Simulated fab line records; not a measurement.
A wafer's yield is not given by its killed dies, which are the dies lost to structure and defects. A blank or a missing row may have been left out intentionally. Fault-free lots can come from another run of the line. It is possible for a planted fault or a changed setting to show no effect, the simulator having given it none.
Struck lot and sound lot, side by side | flow n5-finfet | 36 out of 1938 route steps
Sound: these wafers, L984.1, L984.3, L984.4. Struck: wafer L974.1 (L974.4, L974.5, from the same lot, were not struck and are left out); the cause is given at the end.
Per side, at each step with rows, come the tool, then ch with its chambers, and then its first start. Under that, the readings that differ: sound wafers | struck wafers | difference of the means | sigmas: that difference in standard deviations of wafers without a fault.
alike: same words and numbers on both sides, and readings whose means sit less than 2 such deviations apart. not compared: any withheld reading, any reading some wafer has no value for, any bound like >300 that may hide the same value, and any number with overlapping values for which the record gives no deviation.
A row with sigmas, a row that says differs or no value, or rows on one side alone: a step with any of these is where the two part. Non-overlapping numbers with no deviation appear without sigmas and do not part them. Lack of a reading on every wafer of one side parts them only where that side has two or more wafers.

first, 9 steps without rows for these wafers: N5_BEOL_M4_ANNEAL_95 (time 240 s); N5_BEOL_M4_SPUTTER_96 (material Cu, target thk 4.5 nm, time 8.29 s); N5_BEOL_M4_ECD_50 (material Cu, target thk 300 nm); N5_BEOL_M4_ANNEAL_51 (time 90 s); N5_BEOL_M4_CMP_52 (polishes, stops on SiOC, t overpolish 6.8 s, target thk 40 nm); N5_BEOL_M4_PRE_CLEAN_60 (time 15 s); N5_BEOL_M4_CO_CAP_55 (material Co, precursor CCTBA/H2, target thk 2 nm, time 102.1 s); N5_BEOL_M4_PRE_CLEAN_56 (time 15 s); N5_BEOL_M4_DEP_57 (deposits SiCN from 3MS/NH3, target thk 8 nm, time 14 s).
N5_BEOL_M4_RC_MEAS_101:
  sound on prober-01 ch 0, day 13 10:23; struck on prober-01 ch 0, day 10 11:35
  alike: DIBL_N, DIBL_P, IOFF_N, IOFF_P, ION_N, ION_P, SS_N, SS_P, VT_N, VT_P
then, 24 steps without rows for these wafers: N5_BEOL_M5_ILD_DEP_00 (deposits SiCOH lowk from DEMS/porogen, target thk 140.64 nm, time 25.9 s); N5_BEOL_M5_CURE_79 (cures SiCOH lowk, time 240 s); N5_BEOL_M5_PECVD_70 (deposits SiO2 from TEOS/O2, target thk 16 nm, time 18 s); N5_BEOL_M5_HM_DEP_02 (deposits TiN, target thk 20 nm); N5_BEOL_M5_COAT_59 (time 60 s, resist thk 60 nm); N5_BEOL_M5_COAT_60 (time 60 s, resist thk 12 nm); N5_BEOL_M5_COAT_71 (time 60 s, resist thk 5 nm); N5_BEOL_M5_COAT_05 (resist thk 30 nm); N5_BEOL_M5_EBR_07; N5_BEOL_M5_SOFTBAKE_06 (time 60 s); N5_BEOL_M5_EXPOSE_08 (exposes mask M5, target cd 28 nm); N5_BEOL_M5_PEB_09 (peb time 60 s); N5_BEOL_M5_DEVELOP_10 (develop time 30 s); N5_BEOL_M5_DESCUM_16 (chemistry O2, time 7 s); N5_BEOL_M5_ETCH_72 (etches underlayer in N2/H2, target depth 6.5 nm, time 5.2 s); N5_BEOL_M5_ETCH_61 (etches SiARC in CF4, target depth 15.6 nm, time 26 s); N5_BEOL_M5_ETCH_62 (etches SOC in N2/H2, target depth 75 nm, overetch 15 nm, time 112.5 s); N5_BEOL_M5_STRIP_63 (strips in N2/H2); N5_BEOL_M5_STRIP_73 (strips in N2/H2); N5_BEOL_M5_STRIP_64 (strips in CF4); N5_BEOL_M5_HM_OPEN_17 (chemistry Cl2/BCl3, target TiN, target depth 20 nm, overetch 6 nm); N5_BEOL_M5_STRIP_19 (strips in O2); N5_BEOL_M5_COAT_65 (time 60 s, resist thk 60 nm); N5_BEOL_M5_COAT_66 (time 60 s, resist thk 12 nm).
-- a jump in the record: the struck wafers' starts before and after are 2 days apart (it breaks off in module BEOL_M5 and resumes in module BEOL_M10, where the first step shown is number 1509 of the route) --
N5_BEOL_M10_VIA_ETCH_34: etches SiCOH lowk in C4F6/O2, target depth 184.5 nm, time 69.2 s.
  sound on rie-diel-04 ch 2,3, day 15 09:23; struck on rie-diel-04 ch 0, day 12 15:48
  reading                                   | sound             | struck | difference | sigmas
  oes-product-au (a.u.)                     | 0.92 0.76 0.91    | 0.57   | -0.29      | -3
  model.etch.depth-nm (nm)                  | 185.8 186.5 185.7 | 131.6  | -54.4      |
  model.SOC_of_BEOL_M10_COAT_63.thk-nm (nm) | 91.6 92 91.6      | 94.2   | +2.5       |
  alike: chamber-pressure-mTorr, drypump-motor-current-A, rf-vpp-V, showerhead-plenum-p-Torr, throttle-valve-pct
  not compared: rf-hours-counter-h
-- here the record skips 2 days between the struck wafers' starts before and after, leaving off in module BEOL_M10 and picking up in module PASSIVATION (first step shown: number 1936 of the route) --
N5_PASSIVATION_PROBE_49:
  the record has rows for the struck wafers here (prober-01, day 14 17:35) and none for the sound ones

## WHERE THEY PART
Earliest at N5_BEOL_M10_VIA_ETCH_34; latest, in this record, at N5_PASSIVATION_PROBE_49.

WHY: what had been put in by the simulator
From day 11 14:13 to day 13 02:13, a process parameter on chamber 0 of rie-diel-04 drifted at N5_BEOL_M10_VIA_ETCH_34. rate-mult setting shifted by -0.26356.
